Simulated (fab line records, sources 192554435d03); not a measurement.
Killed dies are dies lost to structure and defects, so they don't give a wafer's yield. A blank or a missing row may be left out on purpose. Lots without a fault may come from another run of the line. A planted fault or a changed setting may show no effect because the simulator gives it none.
Chamber matching | flow n5_finfet | N5_SD_EPI_N_ETCH_16 on rie_diel-06: 4 sister chambers
The step etches SiO2 in CHF3/O2, target depth 5 nm. 20 wafers are shown with their chamber, then 10 later ones without.

WAFERS WITH THEIR CHAMBER
wafer  | chamber | drypump_motor_current_A (A) | showerhead_plenum_p_Torr (Torr) | rf_vpp_V (V)
L074.1 | 2       | 4.9                         | 2.41                            | 507
L074.4 | 0       | 6.4                         | 2.44                            | 525
L074.6 | 3       | 6.4                         | 2.50                            | 539
L075.2 | 2       | 4.9                         | 2.41                            | 509
L075.3 | 3       | 6.4                         | 2.50                            | 538
L075.6 | 3       | 6.4                         | 2.50                            | 540
L077.2 | 1       | 5.7                         | 2.36                            | 521
L077.4 | 2       | 4.9                         | 2.41                            | 508
L077.6 | 0       | 6.3                         | 2.44                            | 525
L078.2 | 2       | 4.9                         | 2.41                            | 510
L078.3 | 1       | 5.8                         | 2.36                            | 521
L078.5 | 1       | 5.8                         | 2.36                            | 522
L079.1 | 1       | 5.8                         | 2.36                            | 520
L079.5 | 2       | 4.9                         | 2.41                            | 508
L079.6 | 0       | 6.4                         | 2.44                            | 526
L082.2 | 0       | 6.4                         | 2.43                            | 526
L082.3 | 2       | 4.9                         | 2.41                            | 509
L082.4 | 0       | 6.4                         | 2.43                            | 527
L086.1 | 2       | 4.9                         | 2.40                            | 509
L086.3 | 1       | 5.8                         | 2.35                            | 520

SIGNATURES (means of the wafers above)
reading                  | chamber 0 | chamber 1 | chamber 2 | chamber 3 | scatter within a chamber
drypump_motor_current_A  | 6.380     | 5.780     | 4.900     | 6.400     | 0.0316
showerhead_plenum_p_Torr | 2.4360    | 2.3580    | 2.4086    | 2.5000    | 0.00423
rf_vpp_V                 | 525.80    | 520.80    | 508.57    | 539.00    | 0.912
Rule: a wafer's distance from a chamber is the root of the sum, over the readings, of the square of ((its reading less the chamber's mean) divided by the reading's scatter). The wafer belongs to the nearest chamber; if the next one is less than 2 further off, it can't be placed. The scatter: the root of (the sum of the squares of (reading less its chamber's mean) over the shown wafers, divided by (wafers less chambers)).

WAFERS WITHOUT THEIR CHAMBER
wafer  | drypump_motor_current_A (A) | showerhead_plenum_p_Torr (Torr) | rf_vpp_V (V)
L086.6 | 4.9                         | 2.40                            | 509
L093.3 | 4.9                         | 2.40                            | 509
L093.5 | 4.9                         | 2.40                            | 509
L093.6 | 5.8                         | 2.34                            | 523
L094.2 | 5.8                         | 2.34                            | 521
L094.3 | 6.4                         | 2.42                            | 525
L094.6 | 6.4                         | 2.42                            | 525
L096.4 | 5.7                         | 2.34                            | 522
L096.5 | 6.4                         | 2.42                            | 524
L096.6 | 4.9                         | 2.39                            | 507

WHICH CHAMBER EACH WENT THROUGH
wafer  | from the rows above | in truth
L086.6 | 2                   | 2
L093.3 | 2                   | 2
L093.5 | 2                   | 2
L093.6 | 1                   | 1
L094.2 | 1                   | 1
L094.3 | 0                   | 0
L094.6 | 0                   | 0
L096.4 | 1                   | 1
L096.5 | 0                   | 0
L096.6 | 2                   | 2
Placed correctly: 10 of 10. Can't be placed from these rows: 0. Placed wrongly: 0.
